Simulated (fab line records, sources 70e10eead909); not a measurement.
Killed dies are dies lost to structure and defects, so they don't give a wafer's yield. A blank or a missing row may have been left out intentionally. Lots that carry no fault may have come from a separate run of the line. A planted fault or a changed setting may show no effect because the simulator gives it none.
Matching of chambers	flow nandHarc	rieDiel-13 running NHARC_P_ZERO_WELL_DESCUM_54: 4 sister chambers
The step chemistry O2, time 3 s. 18 wafers are shown with their chamber, then 9 later ones without.

WAFERS WITH THEIR CHAMBER
wafer	chamber	showerheadPlenumPTorr (Torr)	drypumpMotorCurrentA (A)	rfVppV (V)
L074.1	1	1.81	5.2	56.8
L074.2	3	1.80	5.6	57.0
L074.5	2	2.01	5.3	59.4
L078.3	2	2.00	5.3	58.8
L078.4	0	1.84	5.8	55.8
L078.5	1	1.81	5.1	56.4
L079.1	2	2.00	5.3	57.4
L079.4	3	1.80	5.6	57.7
L079.6	3	1.80	5.5	56.8
L081.2	2	2.00	5.3	57.7
L081.3	0	1.84	5.8	55.3
L081.4	1	1.81	5.1	56.5
L084.1	2	2.00	5.3	58.1
L084.4	3	1.80	5.6	56.9
L084.6	3	1.80	5.5	57.3
L085.2	1	1.80	5.1	58.1
L085.3	3	1.80	5.5	56.9
L085.6	3	1.80	5.6	57.3

SIGNATURES, as means of the wafers listed above
reading	chamber 0	chamber 1	chamber 2	chamber 3	scatter within a chamber
showerheadPlenumPTorr	1.8400	1.8075	2.0020	1.8000	0.00333
drypumpMotorCurrentA	5.800	5.125	5.300	5.557	0.042
rfVppV	55.550	56.950	58.280	57.129	0.613
Rule: distance of a wafer from a chamber = root of the sum over the readings of ((wafer's reading minus chamber's mean) / reading's scatter) squared. If the next closest chamber is less than 2 further off than the closest, the wafer can't be placed; otherwise it belongs to the closest. The scatter: take each reading less its chamber's mean, square it, sum over the shown wafers, divide by the number of wafers less the number of chambers, and take the root.

WAFERS WHOSE CHAMBER IS MISSING
wafer	showerheadPlenumPTorr (Torr)	drypumpMotorCurrentA (A)	rfVppV (V)
L090.1	2.00	5.3	57.0
L090.2	1.84	5.7	57.7
L090.6	1.80	5.6	57.8
L093.4	1.80	5.1	57.4
L093.5	1.84	5.8	58.2
L093.6	1.80	5.6	56.5
L096.3	1.84	5.7	57.7
L096.5	1.80	5.2	56.6
L096.6	2.00	5.3	58.0

WHICH CHAMBER EACH ONE RAN IN
wafer	from the rows above	in truth
L090.1	2	2
L090.2	0	0
L090.6	3	3
L093.4	1	1
L093.5	0	0
L093.6	3	3
L096.3	0	0
L096.5	1	1
L096.6	2	2
Placed correctly: 9 of 9. From these rows, 0 cannot be placed. Number placed wrongly: 0.
